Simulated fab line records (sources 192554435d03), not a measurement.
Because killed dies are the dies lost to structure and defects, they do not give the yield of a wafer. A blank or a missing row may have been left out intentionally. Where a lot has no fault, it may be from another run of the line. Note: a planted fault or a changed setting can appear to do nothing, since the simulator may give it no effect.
Chamber matching	flow n5Finfet	3 sister chambers for N5_BEOL_M6_PECVD_70 on pecvd-02
The step deposits SiO2 from TEOS/O2, target thk 20 nm, time 22.7 s. 6 wafers are shown with their chamber, then 8 later ones without.

WAFERS PAIRED WITH THEIR CHAMBERS
wafer	chamber	throttleValvePct (%)	showerheadPlenumPTorr (Torr)
L078.3	0	23.6	8.76
L081.1	0	23.4	8.77
L083.3	2	19.9	8.87
L083.4	2	19.9	8.87
L083.6	1	22.2	8.69
L089.3	1	22.1	8.67

WAFERS WITH NO CHAMBER GIVEN
wafer	throttleValvePct (%)	showerheadPlenumPTorr (Torr)
L089.4	23.3	8.74
L089.6	20.1	8.86
L090.2	22.2	8.71
L090.4	20.0	8.87
L090.6	23.2	8.76
L095.2	20.6	8.87
L095.3	22.4	8.65
L095.5	20.1	8.86

CHAMBER TAKEN BY EACH
wafer	from the rows above	in truth
L089.4	0	0
L089.6	2	2
L090.2	1	1
L090.4	2	2
L090.6	0	0
L095.2	2	2
L095.3	1	1
L095.5	2	2
Placed correctly: 8 of 8. From these rows, 0 cannot be placed. Wrongly placed: 0.
How it was worked out, from the rows above alone: a wafer's distance from a chamber is the root of the sum, over the readings, of the square of ((its reading less the chamber's mean) divided by the reading's scatter). The wafer belongs to the nearest chamber; if the next one is less than 2 further off, it can't be placed. Each chamber's mean is taken over the wafers shown for it. How the scatter is found: for the shown wafers, subtract from each reading the mean of its chamber, square and add these, divide the total by (wafers less chambers), then take the root.
